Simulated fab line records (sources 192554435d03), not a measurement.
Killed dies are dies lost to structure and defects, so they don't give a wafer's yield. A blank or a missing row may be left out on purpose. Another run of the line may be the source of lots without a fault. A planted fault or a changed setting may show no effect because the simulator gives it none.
Matching of chambers | flow n5-finfet | N5_ILD0_CMP_12 on cmp-02: 4 sister chambers
The step polishes SiNx, stops on poly-Si, t overpolish 6 s, target thk 17.67 nm. 4 wafers are shown with their chamber, then 11 later ones without.

## WAFERS PAIRED WITH THEIR CHAMBERS
wafer  | chamber | time-to-endpoint-s (s)
L084.5 | 0       | 25
L090.1 | 1       | 32
L092.5 | 2       | 27
L093.2 | 3       | 24

## WAFERS WHOSE CHAMBER IS MISSING
wafer  | time-to-endpoint-s (s)
L093.4 | 29
L093.5 | 28
L094.1 | 24
L094.4 | 28
L094.6 | 23
L095.1 | 35
L095.3 | 25
L095.4 | 27
L096.1 | 38
L096.3 | 24
L096.4 | 27

## WHICH CHAMBER EACH ONE RAN IN
wafer  | from the rows above               | in truth
L093.4 | can't be placed: 2 or 1 or 0 or 3 | 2
L093.5 | can't be placed: 2 or 0 or 1 or 3 | 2
L094.1 | can't be placed: 3 or 0 or 2      | 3
L094.4 | can't be placed: 2 or 0 or 1 or 3 | 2
L094.6 | can't be placed: 3 or 0 or 2      | 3
L095.1 | 1                                 | 1
L095.3 | can't be placed: 0 or 3 or 2      | 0
L095.4 | can't be placed: 2 or 0 or 3      | 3
L096.1 | 1                                 | 1
L096.3 | can't be placed: 3 or 0 or 2      | 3
L096.4 | can't be placed: 2 or 0 or 3      | 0
Correct placement for 2 of the 11. From these rows, 9 cannot be placed; in 9 the true chamber is one of the candidates. Placed wrongly: 0.
How it was worked out, from the rows above alone: a wafer's distance from a chamber is the root of the sum, over the readings, of the square of ((its reading less the chamber's mean) divided by the reading's scatter). The wafer belongs to the nearest chamber; if the next one is less than 2 further off, it can't be placed. Each chamber's mean is taken over the wafers shown for it. The scatter (one wafer shown for each chamber): square how far every hidden wafer sits from the nearest shown wafer, average those squares and take the square root.
